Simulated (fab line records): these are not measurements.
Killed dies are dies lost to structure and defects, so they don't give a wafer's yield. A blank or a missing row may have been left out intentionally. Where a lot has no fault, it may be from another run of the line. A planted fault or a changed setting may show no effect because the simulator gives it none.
Matching of chambers | flow nand-harc | NHARC_A_SLIT_ETCH_29 on rie-diel-07 has 4 sister chambers
The step etches the open film in CF4/O2, target depth 100 nm, overetch 10 nm, time 55 s. 4 wafers are shown with their chamber, then 7 later ones without.

## EACH WAFER AND ITS CHAMBER
wafer  | chamber | showerhead-plenum-p-Torr (Torr)
L081.5 | 2       | 1.334
L081.6 | 3       | 1.288
L083.2 | 0       | 1.294
L083.3 | 1       | 1.328

## WAFERS MISSING THEIR CHAMBER
wafer  | showerhead-plenum-p-Torr (Torr)
L083.4 | 1.334
L094.1 | 1.332
L094.3 | 1.293
L094.5 | 1.327
L097.2 | 1.327
L097.3 | 1.332
L097.6 | 1.287

## THE CHAMBER EACH PASSED THROUGH
wafer  | from the rows above     | in truth
L083.4 | 2                       | 2
L094.1 | can't be placed: 2 or 1 | 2
L094.3 | 0                       | 0
L094.5 | 1                       | 1
L097.2 | 1                       | 1
L097.3 | can't be placed: 2 or 1 | 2
L097.6 | 3                       | 3
5 of 7 placed correctly. Unplaceable from these rows: 2, with the true chamber sitting among the candidates in 2. 0 placed wrongly.
How it was worked out, from the rows above alone: a wafer's distance from a chamber is the root of the sum, over the readings, of the square of ((its reading less the chamber's mean) divided by the reading's scatter). The wafer belongs to the nearest chamber; if the next one is less than 2 further off, it can't be placed. Each chamber's mean is taken over the wafers shown for it. The scatter: root of mean squared gap, hidden wafer to nearest shown wafer, with one shown wafer a chamber.
